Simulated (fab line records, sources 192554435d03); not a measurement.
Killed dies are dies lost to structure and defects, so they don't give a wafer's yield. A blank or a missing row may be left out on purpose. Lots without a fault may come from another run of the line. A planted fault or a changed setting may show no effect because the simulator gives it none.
Which tool did it? | flow n5_finfet | 12 lots, 36 wafers sampled, at 3 steps of a route of 1938

WHAT THE GAUGES READ, wafer by wafer
N5_BEOL_M1_THK_MEAS_53: measures by xrf.
lot  | measured     | on            | M1_THK (nm)
L075 | day 7 04:00  | film_metro-02 | 40.9 41.2 41.9
L077 | day 7 17:07  | film_metro-01 | 37.7 40.9 40.2
L079 | day 8 07:08  | film_metro-02 | 36.8 40.2 38.6
L080 | day 8 16:50  | film_metro-02 | 37.5 39.7 39.6
L083 | day 9 01:26  | film_metro-02 | 38.6 38.7 40.5
L085 | day 9 09:13  | film_metro-02 | 38.7 38.6 38.9
L088 | day 10 03:14 | film_metro-02 | 40.6 42.2 39.7
L089 | day 10 19:04 | film_metro-01 | 38.7 38.7 39.0
L090 | day 11 05:13 | film_metro-02 | 40.8 40.1 41.1
L093 | day 11 13:35 | film_metro-01 | 35.7 36.7 38.3
L095 | day 12 11:31 | film_metro-01 | 39.3 39.5 41.4
L097 | day 13 00:53 | film_metro-01 | 37.6 39.7 39.1

WHICH TOOL RAN EACH LOT (tool, then ch and the chambers of the sampled wafers, then the start)
lot  | N5_BEOL_M1_SPUTTER_90        | N5_BEOL_M1_ANNEAL_91
L075 | pvd_sputter-03, day 7 02:28  | pvd_sputter-03, day 7 02:32
L077 | pvd_sputter-03, day 7 15:40  | pvd_sputter-03, day 7 15:44
L079 | pvd_sputter-03, day 8 05:41  | pvd_sputter-03, day 8 05:46
L080 | pvd_sputter-02, day 8 10:47  | pvd_sputter-02, day 8 10:52
L083 | pvd_sputter-02, day 8 22:04  | pvd_sputter-02, day 8 22:08
L085 | pvd_sputter-03, day 9 06:41  | pvd_sputter-03, day 9 06:46
L088 | pvd_sputter-01, day 10 00:42 | pvd_sputter-01, day 10 00:47
L089 | pvd_sputter-03, day 10 15:02 | pvd_sputter-03, day 10 15:07
L090 | pvd_sputter-03, day 10 22:28 | pvd_sputter-03, day 10 22:32
L093 | pvd_sputter-03, day 11 09:45 | pvd_sputter-03, day 11 09:50
L095 | pvd_sputter-02, day 12 10:02 | pvd_sputter-02, day 12 10:07
L097 | pvd_sputter-03, day 12 23:26 | pvd_sputter-03, day 12 23:31
- N5_BEOL_M1_SPUTTER_90: material Cu, target thk 4.5 nm, time 8.29 s.
- N5_BEOL_M1_ANNEAL_91: time 240 s.

THE ANSWER, worked out from the rows above alone
Rule: what is usual is taken from the lots themselves. Put in order of their means at a reading, lots are off if they are a third of the lots or fewer, leave a main group of 4 or more, and stand apart from it by a gap of 3 or more times the standard deviation of the main group's means; of several such gaps the widest counts. A main group whose means are all the same, to the digits that the tables above print for the reading, isn't used. A lot without any number at a reading at which 4 lots or more have one is off too. The other lots that the step has rows for count as sound.
No lot is off at any reading shown: from this, nothing can be told.

WHAT THE SIMULATOR HAD PUT IN
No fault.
